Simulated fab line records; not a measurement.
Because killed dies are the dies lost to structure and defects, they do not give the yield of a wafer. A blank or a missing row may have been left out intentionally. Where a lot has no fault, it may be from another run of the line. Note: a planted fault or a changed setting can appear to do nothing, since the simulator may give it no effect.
Split-lot experiment    flow n5-finfet    21 wafers read from 7 lots, route of 1938 steps

## THE SPLIT ITSELF
At N5_BEOL_M9_ETCH_66 (etches SOC in N2/H2, target depth 80 nm, overetch 16 nm, time 120 s), the setting time-s was moved away from the recipe's 120 s on 7 of the 21 wafers read, by -21.4% to +22.2%. The other wafers ran this setting at the recipe's value.

The reading is taken at the split's own step.

## THE READING
SiARC_of_BEOL_M9_COAT_64.thk-nm (the simulator's own value, which no gauge read), in nm, at N5_BEOL_M9_ETCH_66 (etches SOC in N2/H2, target depth 80 nm, overetch 16 nm, time 120 s). The file does not state a usual value for it. The 14 wafers here that ran the recipe average 6.5 nm, standard deviation 0.18 nm.

wafer   tool, chamber at the split  time-s as run, s  against the recipe  SiARC_of_BEOL_M9_COAT_64.thk-nm, nm  against lot-mates on the recipe
L074.1  rie-diel-03, 3              146.1             +21.8%              5.4                                  -1.2
L074.2  rie-diel-03, 1              120               recipe              6.6                                  -
L074.3  rie-diel-03, 2              146.1             +21.8%              5.6                                  -1.0
L077.3  rie-diel-04, 0              127.7             +6.4%               6                                    -0.4
L077.4  rie-diel-04, 2,0            120               recipe              6.4                                  -
L077.5  rie-diel-04, 2,0            120               recipe              6.4                                  -
L078.2  rie-diel-02, 2              120               recipe              6.4                                  -
L078.5  rie-diel-02, 2              120               recipe              6.4                                  -
L078.4  rie-diel-02, 3              146.7             +22.2%              5                                    -1.4
L081.3  rie-diel-02, 0              120               recipe              6.4                                  -
L081.4  rie-diel-02, 3              130               +8.3%               5.8                                  -0.5
L081.5  rie-diel-02, 3              120               recipe              6.2                                  -
L084.1  rie-diel-02, 0              120               recipe              6.4                                  -
L084.5  rie-diel-02, 0              120               recipe              6.4                                  -
L084.4  rie-diel-02, 1              120               recipe              6.2                                  -
L087.1  rie-diel-03, 0,1            120               recipe              6.8                                  -
L087.3  rie-diel-03, 0,1            120               recipe              6.8                                  -
L087.4  rie-diel-03, 3              120               recipe              6.6                                  -
L094.3  rie-diel-03, 2,3            94.28             -21.4%              7.8                                  +1.2
L094.6  rie-diel-03, 2,3            94.28             -21.4%              7.8                                  +1.2
L094.4  rie-diel-03, 0              120               recipe              6.6                                  -
When a row names more than one chamber, that row covers several wafers, and the file does not tell which wafer ran in which chamber.

THE FIT
A straight line over all 21 wafers: SiARC_of_BEOL_M9_COAT_64.thk-nm changes by -0.0571 nm for each +1% of time-s; r = -0.96; the points scatter about the line by 0.2 nm.
The same after taking each lot's own level away (the mean of its wafers on the recipe; 21 wafers): -0.0555 nm for each +1%; r = -0.99; scatter 0.088 nm.
The reading moves by 1.2 nm for the largest change in time-s, on that fit.
Across the lots, their own levels run from 6.30 to 6.73 nm, a range of 2.4 times the standard deviation given above.
So the lot-to-lot level changes the slope little: the two slopes agree.
Check: with one of the wafers moved furthest among these (+22.2%) left out of the fit, the line predicts -1.19 nm for it against its lot-mates. Against them it came out at -1.4 nm.

## FURTHER SPLITS ON THESE WAFERS
Other splits were also applied to these wafers ahead of the reading. Each is held against what the fit with the lots' levels taken away leaves over:
other split on the same wafers    wafers away from the commonest value  r with SiARC_of_BEOL_M9_COAT_64.thk-nm (lot level and that fit taken away)
N5_BEOL_M6_TRENCH_ETCH_37 bias-w  8                                     -0.11
N5_BEOL_M7_EXPOSE_25 dose-mj      8                                     +0.01
N5_BEOL_M7_DESCUM_33 time-s       5                                     +0.43
N5_BEOL_M8_COAT_22 spin-rpm       5                                     +0.38

## FILE'S OWN FIT
SiARC_of_BEOL_M9_COAT_64.thk-nm changes by -0.0569 nm for each +1% of time-s, r = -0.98.
